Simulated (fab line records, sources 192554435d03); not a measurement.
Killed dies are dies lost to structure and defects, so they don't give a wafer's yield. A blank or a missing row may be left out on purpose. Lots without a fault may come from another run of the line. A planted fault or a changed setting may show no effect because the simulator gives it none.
Chamber matching | flow n5_finfet | N5_BEOL_M9_PECVD_70 on pecvd-03: 3 sister chambers
The step deposits SiO2 from TEOS/O2, target thk 20 nm, time 22.7 s. 3 wafers are shown with their chamber, then 12 later ones without.

WAFERS WITH THEIR CHAMBER
wafer  | chamber | throttle_valve_pct (%)
L088.2 | 1       | 23.6
L090.2 | 2       | 21.6
L090.4 | 0       | 22.3

WAFERS WITHOUT THEIR CHAMBER
wafer  | throttle_valve_pct (%)
L087.1 | 22.2
L087.2 | 21.9
L087.6 | 21.5
L091.1 | 23.4
L091.3 | 21.6
L091.4 | 21.7
L092.2 | 22.0
L092.5 | 21.8
L092.6 | 22.2
L094.4 | 21.7
L094.5 | 23.5
L094.6 | 22.2

WHICH CHAMBER EACH WENT THROUGH
wafer  | from the rows above     | in truth
L087.1 | 0                       | 0
L087.2 | can't be placed: 2 or 0 | 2
L087.6 | 2                       | 2
L091.1 | 1                       | 1
L091.3 | 2                       | 2
L091.4 | 2                       | 2
L092.2 | can't be placed: 0 or 2 | 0
L092.5 | can't be placed: 2 or 0 | 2
L092.6 | 0                       | 0
L094.4 | 2                       | 2
L094.5 | 1                       | 1
L094.6 | 0                       | 0
Placed correctly: 9 of 12. Can't be placed from these rows: 3 (the true chamber is among the candidates in 3). Placed wrongly: 0.
How it was worked out, from the rows above alone: a wafer's distance from a chamber is the root of the sum, over the readings, of the square of ((its reading less the chamber's mean) divided by the reading's scatter). The wafer belongs to the nearest chamber; if the next one is less than 2 further off, it can't be placed. A chamber's mean is the mean of its shown wafers. The scatter: with one shown wafer a chamber, the root of the mean of the squares of how far each hidden wafer lies from its nearest shown one.
